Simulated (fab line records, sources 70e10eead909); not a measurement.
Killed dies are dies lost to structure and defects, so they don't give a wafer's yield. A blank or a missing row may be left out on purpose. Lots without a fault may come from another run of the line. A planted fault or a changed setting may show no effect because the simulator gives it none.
Which tool did it? | flow nand_harc | 21 lots, 63 wafers sampled, at 6 steps of a route of 1302

WHAT THE GAUGES READ, wafer by wafer
The record holds no reading of a measuring or inspecting step that can be judged against a usual standard deviation.

WHICH TOOL RAN EACH LOT (tool, then ch and the chambers of the sampled wafers, then the start)
lot  | NHARC_A_CHANNEL_FILL_D2_STRIP_28   | NHARC_A_CHANNEL_FILL_D2_CMP_10 | NHARC_A_STAIRCASE_TRIM_16      | NHARC_A_STAIRCASE_ETCH_27      | NHARC_A_STAIRCASE_TRIM_198     | NHARC_A_STAIRCASE_ETCH_223
L074 | rie_diel-13 ch 1,2, day 14 17:15   | cmp-02 ch 1,2,3, day 15 20:07  | rie_diel-11 ch 0,1,3, no start | rie_diel-03 ch 1,2, no start   | rie_diel-03 ch 0,1, no start   | rie_diel-02 ch 2,3, no start
L075 | rie_diel-12 ch 1,2,3, day 15 07:47 | cmp-02 ch 1,2,3, day 16 07:17  | rie_diel-03 ch 1,2, no start   | rie_diel-11 ch 1,2, no start   | rie_diel-02 ch 0,1, no start   | rie_diel-02 ch 0,3, no start
L077 | rie_diel-13 ch 0,2, day 15 21:54   | cmp-02 ch 1,2, day 17 00:52    | rie_diel-02 ch 0,1,3, no start | rie_diel-02 ch 0,2,3, no start | rie_diel-02 ch 0,1, no start   | rie_diel-03 ch 1,3, no start
L076 | rie_diel-12 ch 0,3, day 15 21:54   | cmp-01 ch 0,2,3, day 16 21:10  | rie_diel-11 ch 1,2, no start   | rie_diel-11 ch 0,3, no start   | rie_diel-02 ch 0,3, no start   | rie_diel-11 ch 0,1,2, no start
L078 | rie_diel-13 ch 0,2, day 16 09:11   | cmp-01 ch 1,3, day 17 08:52    | rie_diel-03 ch 0,1,3, no start | rie_diel-11 ch 0,2,3, no start | rie_diel-03 ch 0,1,3, no start | rie_diel-03 ch 0,3, no start
L080 | rie_diel-12 ch 0,1,3, day 16 21:32 | cmp-04 ch 0,2,3, day 17 20:47  | rie_diel-11 ch 0,1,3, no start | rie_diel-11 ch 0,1,3, no start | rie_diel-02 ch 0,2,3, no start | rie_diel-02 ch 1,2,3, no start
L081 | rie_diel-12 ch 0,2,3, day 17 18:04 | cmp-04 ch 0,1,3, day 18 18:55  | rie_diel-03 ch 1,3, no start   | rie_diel-03 ch 1,2,3, no start | rie_diel-02 ch 2,3, no start   | rie_diel-02 ch 0,2, no start
L083 | rie_diel-13 ch 0,1,3, day 18 10:25 | cmp-04 ch 1,2, day 19 07:20    | rie_diel-02 ch 0,3, no start   | rie_diel-02 ch 0,2,3, no start | rie_diel-03 ch 0,2, no start   | rie_diel-03 ch 0,2, no start
L084 | rie_diel-13 ch 0,1,2, day 19 00:09 | cmp-02 ch 0,1, day 19 23:18    | rie_diel-02 ch 1,2,3, no start | rie_diel-02 ch 1,2,3, no start | rie_diel-02 ch 0,2,3, no start | rie_diel-02 ch 1,2,3, no start
L085 | rie_diel-12 ch 1,2,3, day 19 05:49 | cmp-01 ch 0,1, day 20 04:17    | rie_diel-02 ch 1,2, no start   | rie_diel-11 ch 0,1,2, no start | rie_diel-02 ch 2,3, no start   | rie_diel-11 ch 0,1, no start
L086 | rie_diel-10 ch 0,3, day 19 14:31   | cmp-02 ch 0,2,3, day 20 13:42  | rie_diel-02 ch 0,1, no start   | rie_diel-11 ch 1,2, no start   | rie_diel-02 ch 0,1,3, no start | rie_diel-11 ch 0,3, no start
L087 | rie_diel-13 ch 2,3, day 19 14:32   | cmp-01 ch 0,1, day 20 13:39    | rie_diel-03 ch 1,3, no start   | rie_diel-03 ch 0,1,3, no start | rie_diel-11 ch 1,2,3, no start | rie_diel-03 ch 0,2,3, no start
L089 | rie_diel-12 ch 0,1,2, day 20 16:02 | cmp-04 ch 0,1,3, day 21 15:04  | rie_diel-02 ch 2,3, no start   | rie_diel-03 ch 2,3, no start   | rie_diel-02 ch 0,2, no start   | rie_diel-02 ch 2,3, no start
L088 | rie_diel-13 ch 1,3, day 20 16:02   | cmp-02 ch 0,1,3, day 21 15:02  | rie_diel-03 ch 2,3, no start   | rie_diel-11 ch 1,2, no start   | rie_diel-03 ch 0,2,3, no start | rie_diel-03 ch 1,2,3, no start
L091 | rie_diel-12 ch 1,3, day 21 04:50   | cmp-04 ch 1,3, day 22 03:25    | rie_diel-03 ch 1,2, no start   | rie_diel-11 ch 0,1, no start   | rie_diel-02 ch 0,2, no start   | rie_diel-11 ch 1,3, no start
L090 | rie_diel-10 ch 0,3, day 21 04:50   | cmp-01 ch 0,2,3, day 22 03:28  | rie_diel-03 ch 0,3, no start   | rie_diel-02 ch 1,2,3, no start | rie_diel-11 ch 0,3, no start   | rie_diel-03 ch 1,2, no start
L093 | rie_diel-12 ch 1,2,3, day 22 15:40 | cmp-02 ch 1,2,3, day 23 15:52  | rie_diel-02 ch 0,1,3, no start | rie_diel-03 ch 0,1,3, no start | rie_diel-02 ch 1,2,3, no start | rie_diel-02 ch 0,1,2, no start
L094 | rie_diel-12 ch 0,2,3, day 23 07:43 | cmp-01 ch 1,2,3, day 24 06:52  | rie_diel-03 ch 1,2,3, no start | rie_diel-02 ch 1,2,3, no start | rie_diel-03 ch 2,3, no start   | rie_diel-03 ch 1,2,3, no start
L095 | rie_diel-12 ch 1,2,3, day 23 11:01 | cmp-04 ch 1,2,3, day 24 10:23  | rie_diel-02 ch 0,1,2, no start | rie_diel-02 ch 0,1,3, no start | rie_diel-11 ch 0,1,2, no start | rie_diel-11 ch 0,2,3, no start
L097 | rie_diel-13 ch 0,3, day 24 03:18   | cmp-04 ch 1,2,3, day 25 02:58  | rie_diel-11 ch 2,3, no start   | rie_diel-02 ch 0,1, no start   | rie_diel-11 ch 1,2,3, no start | rie_diel-03 ch 0,1,3, no start
L096 | rie_diel-12 ch 0,2,3, day 24 03:18 | cmp-04 ch 0,1,3, day 25 02:47  | rie_diel-03 ch 0,2,3, no start | rie_diel-03 ch 0,1,3, no start | rie_diel-02 ch 0,1, no start   | rie_diel-11 ch 0,3, no start
- NHARC_A_CHANNEL_FILL_D2_STRIP_28: strips in O2, time 20 s.
- NHARC_A_CHANNEL_FILL_D2_CMP_10: polishes, target thk 150 nm.
- NHARC_A_STAIRCASE_TRIM_16: chemistry O2, time 211.2 s.
- NHARC_A_STAIRCASE_ETCH_27: etches the open film in C4F8/O2, target depth 100 nm, time 40.5 s.
- NHARC_A_STAIRCASE_TRIM_198: chemistry O2, time 211.2 s.
- NHARC_A_STAIRCASE_ETCH_223: etches the open film in C4F8/O2, target depth 100 nm, time 40.5 s.

WHAT THE TOOLS THEMSELVES READ (means of the sampled wafers that have a number; where no wafer has one, the mark that the record gives instead)
NHARC_A_CHANNEL_FILL_D2_STRIP_28. Usual: chamber_pressure_mTorr 60.00 mTorr, standard deviation 0.061; drypump_motor_current_A 5.7 A, standard deviation 0.58; oes_product_au 1.000 a.u., standard deviation 0.01; rf_vpp_V 57.6 V, standard deviation 0.96; showerhead_plenum_p_Torr 3.44 Torr, standard deviation 0.12; throttle_valve_pct 17.037 %, standard deviation 0.011.
lot  | tool        | chamber_pressure_mTorr (mTorr) | drypump_motor_current_A (A) | oes_product_au (a.u.) | rf_vpp_V (V) | showerhead_plenum_p_Torr (Torr) | throttle_valve_pct (%) | flag
L074 | rie_diel-13 | 60.01                          | 5.1                         | 0.995                 | 56.4         | 3.33                            | 17.042                 |
L075 | rie_diel-12 | 60.02                          | 5.6                         | 0.994                 | 57.6         | 3.55                            | 17.037                 |
L077 | rie_diel-13 | 59.99                          | 5.1                         | 0.984                 | 57.2         | 3.33                            | 17.035                 |
L076 | rie_diel-12 | 59.94                          | 5.6                         | 1.004                 | 57.9         | 3.42                            | 17.038                 |
L078 | rie_diel-13 | 59.97                          | 5.3                         | 0.979                 | 57.6         | 3.32                            | 17.046                 |
L080 | rie_diel-12 | 59.99                          | 5.5                         | 1.006                 | 57.7         | 3.48                            | 17.043                 |
L081 | rie_diel-12 | 59.98                          | 6.0                         | 1.009                 | 58.2         | 3.45                            | 17.034                 |
L083 | rie_diel-13 | 60.03                          | 5.4                         | 0.991                 | 57.6         | 3.37                            | 17.037                 |
L084 | rie_diel-13 | 60.03                          | 5.2                         | 0.993                 | 57.8         | 3.33                            | 17.036                 |
L085 | rie_diel-12 | 60.03                          | 5.6                         | 1.002                 | 58.0         | 3.54                            | 17.043                 |
L086 | rie_diel-10 | 60.10                          | 6.4                         | 0.989                 | 58.9         | 3.48                            | 17.038                 |
L087 | rie_diel-13 | 60.03                          | 5.1                         | 0.998                 | 57.6         | 3.36                            | 17.038                 |
L089 | rie_diel-12 | 59.99                          | 5.9                         | 1.003                 | 57.1         | 3.50                            | 17.033                 |
L088 | rie_diel-13 | 59.99                          | 5.3                         | 0.993                 | 57.0         | 3.38                            | 17.024                 |
L091 | rie_diel-12 | 60.07                          | 5.2                         | 0.985                 | 57.7         | 3.52                            | 17.039                 |
L090 | rie_diel-10 | 59.95                          | 6.3                         | 1.007                 | 57.2         | 3.60                            | 17.033                 |
L093 | rie_diel-12 | 60.01                          | 5.6                         | 0.998                 | 57.4         | 3.54                            | 17.035                 |
L094 | rie_diel-12 | 60.01                          | 6.0                         | 0.998                 | 58.1         | 3.45                            | 17.044                 |
L095 | rie_diel-12 | 59.94                          | 5.6                         | 1.010                 | 57.7         | 3.54                            | 17.053                 |
L097 | rie_diel-13 | 60.00                          | 5.4                         | 1.016                 | 57.9         | 3.41                            | 17.026                 |
L096 | rie_diel-12 | 60.01                          | 6.0                         | 1.008                 | 57.2         | 3.45                            | 17.033                 |

NHARC_A_CHANNEL_FILL_D2_CMP_10. Usual: motor_current_A 11.8 A, standard deviation 0.74; pad_life_wafers 180, standard deviation 110; slurry_filter_dp_kPa 13.50 kPa, standard deviation 0.13; time_to_endpoint_s 15.2 s, standard deviation 3.
lot  | tool   | motor_current_A (A) | pad_life_wafers | slurry_filter_dp_kPa (kPa) | time_to_endpoint_s (s) | flag
L074 | cmp-02 | 11.4                | 45              | 13.41                      | 14.3                   |
L075 | cmp-02 | 11.7                | 117             | 13.54                      | 17.3                   |
L077 | cmp-02 | 11.9                | 168             | 13.46                      | 16.5                   |
L076 | cmp-01 | 10.9                | 332             | 13.48                      | 14.3                   |
L078 | cmp-01 | 12.2                | 19              | 13.47                      | 10.7                   |
L080 | cmp-04 | 11.9                | 277             | 13.49                      | 17.0                   |
L081 | cmp-04 | 12.3                | 2               | 13.44                      | 15.0                   |
L083 | cmp-04 | 11.8                | 48              | 13.49                      | 17.5                   |
L084 | cmp-02 | 12.6                | 56              | 13.53                      | 12.9                   |
L085 | cmp-01 | 11.8                | 258             | 13.48                      | 15.8                   |
L086 | cmp-02 | 11.4                | 123             | 13.57                      | 16.2                   |
L087 | cmp-01 | 11.8                | 296             | 13.52                      | 14.6                   |
L089 | cmp-04 | 12.4                | 320             | 13.64                      | 18.4                   |
L088 | cmp-02 | 12.3                | 224             | 13.52                      | 13.8                   |
L091 | cmp-04 | 11.9                | 355             | 13.54                      | 14.5                   |
L090 | cmp-01 | 11.4                | 74              | 13.56                      | 13.4                   |
L093 | cmp-02 | 11.3                | 7               | 13.50                      | 14.1                   |
L094 | cmp-01 | 11.5                | 230             | 13.38                      | 11.6                   |
L095 | cmp-04 | 11.8                | 169             | 13.44                      | 16.9                   |
L097 | cmp-04 | 11.9                | 254             | 13.53                      | 15.3                   |
L096 | cmp-04 | 11.9                | 248             | 13.53                      | 17.7                   |

NHARC_A_STAIRCASE_TRIM_16. Usual: chamber_pressure_mTorr 60.00 mTorr, standard deviation 0.064; drypump_motor_current_A 6.0 A, standard deviation 0.38; oes_product_au 0.997 a.u., standard deviation 0.0094; rf_vpp_V 57.8 V, standard deviation 0.99; showerhead_plenum_p_Torr 3.53 Torr, standard deviation 0.17; throttle_valve_pct 17.037 %, standard deviation 0.0099.
lot  | tool        | chamber_pressure_mTorr (mTorr) | drypump_motor_current_A (A) | oes_product_au (a.u.) | rf_vpp_V (V) | showerhead_plenum_p_Torr (Torr) | throttle_valve_pct (%) | flag
L074 | rie_diel-11 | 60.00                          | 5.9                         | 0.998                 | 57.8         | 3.62                            | 17.021                 |
L075 | rie_diel-03 | 60.00                          | 6.2                         | 1.003                 | 58.0         | 3.50                            | 17.032                 |
L077 | rie_diel-02 | 59.98                          | 5.8                         | 0.996                 | 57.2         | 3.66                            | 17.037                 |
L076 | rie_diel-11 | 60.00                          | 5.6                         | 1.013                 | 57.6         | 3.43                            | 17.036                 |
L078 | rie_diel-03 | 59.98                          | 6.2                         | 1.000                 | 56.4         | 3.40                            | 17.049                 |
L080 | rie_diel-11 | 60.02                          | 5.9                         | 1.003                 | 58.2         | 3.61                            | 17.044                 |
L081 | rie_diel-03 | 60.00                          | 6.1                         | 1.001                 | 57.0         | 3.38                            | 17.040                 |
L083 | rie_diel-02 | 59.98                          | 5.7                         | 0.988                 | 57.6         | 3.69                            | 17.043                 |
L084 | rie_diel-02 | 60.02                          | 5.7                         | 0.988                 | 57.7         | 3.62                            | 17.039                 |
L085 | rie_diel-02 | 59.97                          | 5.7                         | 1.005                 | 58.1         | 3.59                            | 17.029                 |
L086 | rie_diel-02 | 60.05                          | 5.7                         | 0.997                 | 57.6         | 3.57                            | 17.038                 |
L087 | rie_diel-03 | 59.92                          | 6.2                         | 0.994                 | 57.7         | 3.41                            | 17.037                 |
L089 | rie_diel-02 | 60.00                          | 5.7                         | 0.997                 | 58.4         | 3.64                            | 17.035                 |
L088 | rie_diel-03 | 60.02                          | 6.6                         | 0.985                 | 58.8         | 3.66                            | 17.027                 |
L091 | rie_diel-03 | 59.99                          | 6.3                         | 1.009                 | 58.0         | 3.48                            | 17.036                 |
L090 | rie_diel-03 | 60.02                          | 6.3                         | 0.994                 | 56.5         | 3.41                            | 17.033                 |
L093 | rie_diel-02 | 60.03                          | 5.7                         | 0.989                 | 58.8         | 3.63                            | 17.035                 |
L094 | rie_diel-03 | 60.01                          | 6.3                         | 0.997                 | 57.6         | 3.50                            | 17.040                 |
L095 | rie_diel-02 | 59.97                          | 5.6                         | 0.998                 | 58.3         | 3.52                            | 17.044                 |
L097 | rie_diel-11 | 60.04                          | 6.2                         | 1.002                 | 58.1         | 3.59                            | 17.036                 |
L096 | rie_diel-03 | 60.01                          | 6.5                         | 0.991                 | 57.8         | 3.51                            | 17.042                 |

NHARC_A_STAIRCASE_ETCH_27. Usual: chamber_pressure_mTorr 24.996 mTorr, standard deviation 0.029; oes_product_au 0.943 a.u., standard deviation 0.0098; rf_vpp_V 896 V, standard deviation 5.9.
lot  | tool        | chamber_pressure_mTorr (mTorr) | oes_product_au (a.u.) | rf_vpp_V (V) | flag
L074 | rie_diel-03 | 25.012                         | 0.954                 | 894          |
L075 | rie_diel-11 | 24.998                         | 0.950                 | 892          |
L077 | rie_diel-02 | 24.990                         | 0.934                 | 898          |
L076 | rie_diel-11 | 24.995                         | 0.945                 | 902          |
L078 | rie_diel-11 | 25.007                         | 0.942                 | 896          |
L080 | rie_diel-11 | 25.005                         | 0.950                 | 898          |
L081 | rie_diel-03 | 24.980                         | 0.946                 | 896          |
L083 | rie_diel-02 | 24.984                         | 0.937                 | 898          |
L084 | rie_diel-02 | 24.987                         | 0.924                 | 899          |
L085 | rie_diel-11 | 24.989                         | 0.941                 | 893          |
L086 | rie_diel-11 | 24.982                         | 0.943                 | 889          |
L087 | rie_diel-03 | 25.009                         | 0.951                 | 891          |
L089 | rie_diel-03 | 25.013                         | 0.944                 | 897          |
L088 | rie_diel-11 | 24.999                         | 0.952                 | 889          |
L091 | rie_diel-11 | 24.971                         | 0.941                 | 894          |
L090 | rie_diel-02 | 25.006                         | 0.949                 | 899          |
L093 | rie_diel-03 | 25.013                         | 0.944                 | 890          |
L094 | rie_diel-02 | 24.977                         | 0.946                 | 900          |
L095 | rie_diel-02 | 24.963                         | 0.941                 | 900          |
L097 | rie_diel-02 | 25.003                         | 0.951                 | 897          |
L096 | rie_diel-03 | 25.010                         | 0.933                 | 890          |

NHARC_A_STAIRCASE_TRIM_198. Usual: chamber_pressure_mTorr 59.99 mTorr, standard deviation 0.056; drypump_motor_current_A 5.9 A, standard deviation 0.35; oes_product_au 0.996 a.u., standard deviation 0.0089; rf_vpp_V 57.8 V, standard deviation 0.86; showerhead_plenum_p_Torr 3.56 Torr, standard deviation 0.16; throttle_valve_pct 17.037 %, standard deviation 0.0088.
lot  | tool        | chamber_pressure_mTorr (mTorr) | drypump_motor_current_A (A) | oes_product_au (a.u.) | rf_vpp_V (V) | showerhead_plenum_p_Torr (Torr) | throttle_valve_pct (%) | flag
L074 | rie_diel-03 | 60.05                          | 6.1                         | 1.013                 | 57.4         | 3.37                            | 17.035                 |
L075 | rie_diel-02 | 59.99                          | 5.7                         | 1.004                 | 58.0         | 3.58                            | 17.045                 |
L077 | rie_diel-02 | 60.00                          | 5.7                         | 1.006                 | 58.9         | 3.63                            | 17.029                 |
L076 | rie_diel-02 | 60.04                          | 5.7                         | 0.989                 | 58.2         | 3.70                            | 17.037                 |
L078 | rie_diel-03 | 59.98                          | 6.3                         | 1.006                 | 57.0         | 3.40                            | 17.034                 |
L080 | rie_diel-02 | 60.00                          | 5.6                         | 0.994                 | 57.8         | 3.58                            | 17.037                 |
L081 | rie_diel-02 | 59.95                          | 5.6                         | 1.000                 | 57.6         | 3.54                            | 17.032                 |
L083 | rie_diel-03 | 60.01                          | 6.4                         | 0.995                 | 57.8         | 3.50                            | 17.034                 |
L084 | rie_diel-02 | 59.97                          | 5.7                         | 0.987                 | 57.7         | 3.57                            | 17.039                 |
L085 | rie_diel-02 | 59.95                          | 5.7                         | 0.988                 | 58.7         | 3.65                            | 17.034                 |
L086 | rie_diel-02 | 60.01                          | 5.7                         | 0.990                 | 58.3         | 3.65                            | 17.034                 |
L087 | rie_diel-11 | 59.98                          | 5.9                         | 1.002                 | 57.4         | 3.51                            | 17.044                 |
L089 | rie_diel-02 | 59.99                          | 5.6                         | 0.995                 | 57.8         | 3.44                            | 17.041                 |
L088 | rie_diel-03 | 60.01                          | 6.5                         | 1.000                 | 56.9         | 3.53                            | 17.043                 |
L091 | rie_diel-02 | 60.00                          | 5.6                         | 0.997                 | 58.3         | 3.44                            | 17.037                 |
L090 | rie_diel-11 | 59.97                          | 6.3                         | 0.985                 | 58.4         | 3.68                            | 17.036                 |
L093 | rie_diel-02 | 60.00                          | 5.7                         | 0.999                 | 57.5         | 3.60                            | 17.045                 |
L094 | rie_diel-03 | 59.97                          | 6.4                         | 0.986                 | 57.4         | 3.54                            | 17.037                 |
L095 | rie_diel-11 | 60.04                          | 5.7                         | 1.000                 | 57.9         | 3.42                            | 17.043                 |
L097 | rie_diel-11 | 60.00                          | 5.9                         | 0.996                 | 57.9         | 3.49                            | 17.036                 |
L096 | rie_diel-02 | 59.96                          | 5.7                         | 0.996                 | 58.8         | 3.55                            | 17.040                 |

NHARC_A_STAIRCASE_ETCH_223. Usual: chamber_pressure_mTorr 25.000 mTorr, standard deviation 0.022; oes_product_au 0.939 a.u., standard deviation 0.011; rf_vpp_V 896 V, standard deviation 6.
lot  | tool        | chamber_pressure_mTorr (mTorr) | oes_product_au (a.u.) | rf_vpp_V (V) | flag
L074 | rie_diel-02 | 25.012                         | 0.932                 | 902          |
L075 | rie_diel-02 | 24.983                         | 0.925                 | 898          |
L077 | rie_diel-03 | 25.036                         | 0.934                 | 892          |
L076 | rie_diel-11 | 25.009                         | 0.952                 | 893          |
L078 | rie_diel-03 | 24.999                         | 0.942                 | 892          |
L080 | rie_diel-02 | 24.977                         | 0.953                 | 900          |
L081 | rie_diel-02 | 25.011                         | 0.937                 | 895          |
L083 | rie_diel-03 | 25.010                         | 0.939                 | 900          |
L084 | rie_diel-02 | 25.012                         | 0.939                 | 899          |
L085 | rie_diel-11 | 24.994                         | 0.947                 | 895          |
L086 | rie_diel-11 | 25.004                         | 0.937                 | 902          |
L087 | rie_diel-03 | 25.009                         | 0.936                 | 895          |
L089 | rie_diel-02 | 24.999                         | 0.940                 | 896          |
L088 | rie_diel-03 | 24.992                         | 0.943                 | 895          |
L091 | rie_diel-11 | 25.003                         | 0.930                 | 898          |
L090 | rie_diel-03 | 25.003                         | 0.948                 | 894          |
L093 | rie_diel-02 | 25.004                         | 0.951                 | 896          |
L094 | rie_diel-03 | 24.990                         | 0.929                 | 895          |
L095 | rie_diel-11 | 25.005                         | 0.929                 | 897          |
L097 | rie_diel-03 | 25.000                         | 0.933                 | 890          |
L096 | rie_diel-11 | 24.987                         | 0.943                 | 898          |

THE ANSWER, worked out from the rows above alone
Rule: a lot is off if the mean of its wafers that have a number lies more than 3 standard deviations from the usual mean. A lot without any number at a reading at which 4 lots or more have one is off too. The other lots that the step has rows for count as sound. The gauges are gone through in route order, then the tools' own readings, and for those a lot's mean is taken as printed above. The first step at which some lot is off is used, and at that step the reading that is off furthest; a lot without a number counts as furthest.
No lot is off at any reading shown: from this, nothing can be told.

WHAT THE SIMULATOR HAD PUT IN
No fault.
